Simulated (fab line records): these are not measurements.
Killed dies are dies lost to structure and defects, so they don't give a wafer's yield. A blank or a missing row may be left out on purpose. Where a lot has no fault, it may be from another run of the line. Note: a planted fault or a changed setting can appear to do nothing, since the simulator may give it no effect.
One fault seen from 2 desks | flow n5Finfet | every desk sees just its own numbers, and what lay behind them comes last

FROM THE METROLOGY DESK
What the gauges read, lot by lot, whatever tool the lot ran on: means of the sampled wafers that have a number. Marked OUT: a lot whose mean sits more than 4 standard deviations from the usual mean, which makes it out of limits; the brackets give that distance. Of its 12 readings 7 are shown: those that lie furthest out on some lot.
Columns: A = M3_ILD_THK at N5_BEOL_M3_THK_MEAS_01, usual 79.3 nm; B = DIBL_N at N5_BEOL_M4_RC_MEAS_101, usual 36.6 mV/V; C = DIBL_P at N5_BEOL_M4_RC_MEAS_101, usual 36.7 mV/V; D = IOFF_P at N5_BEOL_M4_RC_MEAS_101, usual 0.208 nA/um; E = ION_P at N5_BEOL_M4_RC_MEAS_101, usual 462 uA/um; F = SS_N at N5_BEOL_M4_RC_MEAS_101, usual 71.6 mV/dec; G = VT_P at N5_BEOL_M4_RC_MEAS_101, usual -251 mV
lot  | first seen here | A    | B    | C    | D     | E   | F    | G
L916 | day 9 02:59     | 80.2 | 36.5 | 36.3 | 0.185 | 459 | 70.7 | -252
L919 | day 11 00:58    | 81.0 | 37.5 | 37.8 | 0.250 | 466 | 71.7 | -246
L922 | day 11 02:08    | 79.4 | 37.7 | 36.8 | 0.206 | 461 | 71.6 | -251
L918 | day 11 12:02    | 78.4 | 36.6 | 39.7 | 0.218 | 463 | 72.5 | -252
L924 | day 11 13:50    | 79.2 | 36.4 | 35.9 | 0.195 | 458 | 71.5 | -254
L923 | day 11 14:49    | 79.8 | 38.6 | 36.3 | 0.216 | 464 | 71.5 | -250
L931 | day 12 04:44    | 78.9 | 36.8 | 36.4 | 0.187 | 456 | 71.5 | -253
L928 | day 12 15:44    | 79.3 | 36.8 | 36.6 | 0.179 | 459 | 71.9 | -253
L930 | day 12 20:38    | 79.1 | 36.7 | 36.2 | 0.181 | 461 | 71.7 | -254
L929 | day 12 23:12    | 79.3 | 37.2 | 37.7 | 0.195 | 460 | 71.7 | -253
L934 | day 13 18:55    | 79.7 | 36.5 | 36.8 | 0.172 | 445 | 71.9 | -256
This desk's finding: nothing out of limits on any of the 11 lots.

TOOL OWNER'S DESK, lithoTrack-05
The tool's own readings at N5_BEOL_M3_COAT_67 (time 60 s, resist thk 60 nm): means of the sampled wafers that have a number, for each lot that ran on this tool. Marked OUT: a lot whose mean sits more than 4 standard deviations from the usual mean, which makes it out of limits; the brackets give that distance.
Columns: A = exhaustPa at N5_BEOL_M3_COAT_67, usual 44.8 Pa; B = heaterPowerTotalW at N5_BEOL_M3_COAT_67, usual 500.2 W; C = plateTempC at N5_BEOL_M3_COAT_67, usual 249.99 C
lot  | first seen here | A    | B                | C
L919 | day 11 04:22    | 44.3 | 497.7            | 249.77
L922 | day 11 04:36    | 44.8 | 500.4            | 250.16
L918 | day 11 13:34    | 45.6 | 482.8 (-9.7) OUT | 242.56 (-39) OUT
L924 | day 11 15:14    | 43.4 | 481.5 (-10) OUT  | 242.54 (-39) OUT
L923 | day 11 18:10    | 44.2 | 483.0 (-9.6) OUT | 242.60 (-39) OUT
Finding of this desk: L918, L923, L924 out of limits; the first was L918 at day 11 13:34, on heaterPowerTotalW at N5_BEOL_M3_COAT_67. In limits: L919, L922.

TAKEN TOGETHER
On L918, L923, L924, at day 11 13:34, an alarm was possible from the tool owner's desk.
The metrology desk saw nothing out of limits.
The metrology desk holds a record of L918, L923, L924, inside its limits.
N5_BEOL_M3_COAT_67 was run on lithoTrack-05 by each of the lots named.

WHAT WAS PUT IN BY THE SIMULATOR
Process parameters drifting: lithoTrack-05 at N5_BEOL_M3_COAT_67, beginning at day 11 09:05. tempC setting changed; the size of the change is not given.
Lots struck among those shown: L918, L923, L924.
Each desk's first reading out of limits, in hours after the fault started: the tool owner's desk, 4.
